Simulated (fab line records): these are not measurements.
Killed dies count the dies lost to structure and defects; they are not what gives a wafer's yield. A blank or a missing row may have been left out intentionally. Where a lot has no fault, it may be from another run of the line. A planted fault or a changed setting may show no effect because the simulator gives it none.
Comparing a struck lot with a sound one	flow nand harc	41 steps out of a route of 1159
Sound: wafers L157.1, L157.2, L157.5. Wafers L160.1, L160.2, L160.6 were the ones struck. At the end, the cause is stated.
For every step that has rows: the tool of each side, followed by ch and its chambers, followed by its first start. Under that, the readings that differ: sound wafers	struck wafers	difference of the means	sigmas: that difference in standard deviations of wafers without a fault.
alike: words and numbers the same on both sides, and readings whose means are apart by under 2 such deviations; not compared: readings that were withheld, readings missing a value for some wafer, numbers with overlapping values and no deviation given by the record, and bounds like >300 which may hide the same value.
Wherever a step has rows on one side only, a row that says differs or no value, or a row with sigmas, the two part there. Non-overlapping numbers with no deviation appear without sigmas and do not part them. A reading missing from all wafers of one side parts the sides only when that side holds two or more wafers.

first, 7 steps without rows for these wafers: NHARC_P_GATE_HMDS_52 (time 30 s); NHARC_P_GATE_COAT_53; NHARC_P_GATE_SOFTBAKE_54 (time 95 s); NHARC_P_GATE_EBR_55; NHARC_P_GATE_EXPOSE_56 (exposes mask P PSD, target cd 720 nm); NHARC_P_GATE_PEB_57 (peb time 85 s); NHARC_P_GATE_DEVELOP_58 (time 70 s).
NHARC_P_GATE_CD_MEAS_59: target cd 720 nm.
  sound on cd sem-01 ch 0, day 6 13:04; struck on cd sem-01 ch 0, day 7 08:01
  alike: cd nm
then, 1 step without rows for these wafers: NHARC_P_GATE_HARDBAKE_60 (time 80 s).
NHARC_P_GATE_DESCUM_61: chemistry O2, time 3 s.
  sound on rie diel-06 ch 1,3, day 6 13:14; struck on rie diel-06 ch 1,2, day 7 08:11
  alike: drypump motor current A, oes product au, rf vpp V, showerhead plenum p Torr, throttle valve pct
  not compared: rf hours counter h
then, 2 steps without rows for these wafers: NHARC_P_GATE_IMPLANT_62; NHARC_P_GATE_STRIP_112 (strips in N2/H2, time 200 s).
NHARC_P_GATE_STRIP_76: strips in O2.
  sound on plasma asher-02 ch 0,1, day 6 13:52; struck on plasma asher-02 ch 0,1, day 7 08:48
  alike: drypump motor current A, heater power w
  not compared: rf hours counter h
then, 9 steps without rows for these wafers: NHARC_P_GATE_STRIP_63 (strips in SPM, time 900 s); NHARC_P_GATE_DEHYDRATE_83 (time 120 s); NHARC_P_GATE_HMDS_84 (time 30 s); NHARC_P_GATE_COAT_85; NHARC_P_GATE_SOFTBAKE_86 (time 95 s); NHARC_P_GATE_EBR_87; NHARC_P_GATE_EXPOSE_88 (exposes mask P HVN, target cd 2000 nm); NHARC_P_GATE_PEB_89 (peb time 85 s); NHARC_P_GATE_DEVELOP_90 (time 70 s).
NHARC_P_GATE_CD_MEAS_91: target cd 2000 nm.
  sound on cd sem-01 ch 0, day 6 14:47; struck on cd sem-01 ch 0, day 7 09:44
  alike: cd nm
then, 3 steps without rows for these wafers: NHARC_P_GATE_HARDBAKE_92 (time 80 s); NHARC_P_GATE_DESCUM_93 (chemistry O2, time 3 s); NHARC_P_GATE_IMPLANT_94.
NHARC_P_GATE_STRIP_113: strips in N2/H2, time 740 s.
  sound on plasma asher-02 ch 0,1, day 6 15:19; struck on plasma asher-01 ch 0,1, day 7 10:35
reading	sound	struck	difference	sigmas
drypump motor current A (A)	6.47 6.25 6.44	6.14 6.22 6.15	-0.22	-2
  alike: heater power w
  not compared: rf hours counter h
then, 2 steps without rows for these wafers: NHARC_P_GATE_STRIP_95 (strips in O2); NHARC_P_GATE_STRIP_96 (strips in SPM, time 900 s).
NHARC_P_GATE_RTA_64: time 1 s.
  sound on rtp anneal-01 ch 0, day 6 16:35; struck on rtp anneal-01 ch 0, day 7 12:02
  alike: lamp power pct, wafer_temp_C_max
then, 7 steps without rows for these wafers: NHARC_P_GATE_ETCH_77 (etches SiO2 in dHF, target depth 6 nm); NHARC_P_GATE_DEGAS_109 (time 60 s); NHARC_P_GATE_PRE_CLEAN_110 (time 30 s); NHARC_P_GATE_SPUTTER_78 (material Ni, target thk 10 nm); NHARC_P_GATE_SPUTTER_79 (material TiN, target thk 10 nm); NHARC_P_GATE_RTA_80 (time 30 s); NHARC_P_GATE_STRIP_67 (strips in SPM, time 600 s).
NHARC_P_GATE_RTA_82: time 30 s.
  sound on rtp anneal-01 ch 0, day 6 17:47; struck on rtp anneal-01 ch 0, day 7 13:37
  alike: lamp power pct, wafer_temp_C_max
NHARC_P_GATE_INSPECT_68:
  sound: defect inspect-01 at day 6 17:59; struck: defect inspect-01 at day 7 13:49
reading	sound	struck	difference	sigmas
raw defect count	138 350 193	1176 1217 1184	+965	+13
NHARC_P_CONTACT_DEP_30: deposits SiNx, target thk 30 nm.
  sound on pecvd-04 ch 1,2, day 6 18:03; struck on pecvd-03 ch 0,2, day 7 13:55
reading	sound	struck	difference	sigmas
heater power w (W)	618 716 616	922 757 939	+223	+3
-- jump in the record: it breaks off in module P_CONTACT and resumes in module END (first step shown: number 1159 of the route), and 14 days separate the struck wafers' starts before and after --
NHARC_END_SORT_01:
  sound on prober-01 ch 0, day 21 14:32; struck on prober-01 ch 0, day 21 06:39
reading	sound	struck	difference	sigmas
killed at periphery	2 4 2	98 70 75	+78	+37
killed dies	29 28 28	114 87 100	+72	+7
  alike: killed at array, killed at other, killed open, killed short

== WHERE THEY PART ==
First at NHARC_P_GATE_STRIP_113; last, within this record, at NHARC_END_SORT_01.

WHY: the cause the simulator had injected
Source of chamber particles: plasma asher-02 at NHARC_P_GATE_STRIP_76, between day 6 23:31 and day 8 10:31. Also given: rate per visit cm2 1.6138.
